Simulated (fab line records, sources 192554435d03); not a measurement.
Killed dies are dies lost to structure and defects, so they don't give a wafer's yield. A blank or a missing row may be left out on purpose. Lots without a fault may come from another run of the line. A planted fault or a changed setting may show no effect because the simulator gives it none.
Chamber matching | flow n5_finfet | N5_BEOL_M10_ALD_74 on ald_metal-02: 3 sister chambers
The step deposits TaN, target thk 2 nm, pulse time 2 s, purge time 3 s. 14 wafers are shown with their chamber, then 4 later ones without.

WAFERS WITH THEIR CHAMBER
wafer  | chamber | heater_power_w (W)
L078.3 | 0       | 463
L078.4 | 2       | 463
L078.6 | 2       | 458
L082.1 | 2       | 464
L082.2 | 3       | 425
L082.4 | 0       | 477
L090.1 | 0       | 468
L090.2 | 3       | 429
L090.4 | 2       | 456
L088.1 | 3       | 429
L088.3 | 0       | 475
L088.5 | 2       | 458
L089.2 | 2       | 464
L089.4 | 0       | 470

SIGNATURES (means of the wafers above)
reading        | chamber 0 | chamber 2 | chamber 3 | scatter within a chamber
heater_power_w | 470.60    | 460.50    | 427.67    | 4.26
Rule: a wafer's distance from a chamber is the root of the sum, over the readings, of the square of ((its reading less the chamber's mean) divided by the reading's scatter). The wafer belongs to the nearest chamber; if the next one is less than 2 further off, it can't be placed. The scatter: the root of (the sum of the squares of (reading less its chamber's mean) over the shown wafers, divided by (wafers less chambers)).

WAFERS WITHOUT THEIR CHAMBER
wafer  | heater_power_w (W)
L089.5 | 485
L094.2 | 454
L094.3 | 479
L097.2 | 473

WHICH CHAMBER EACH WENT THROUGH
wafer  | from the rows above | in truth
L089.5 | 0                   | 0
L094.2 | 2                   | 2
L094.3 | 0                   | 0
L097.2 | 0                   | 0
Placed correctly: 4 of 4. Can't be placed from these rows: 0. Placed wrongly: 0.
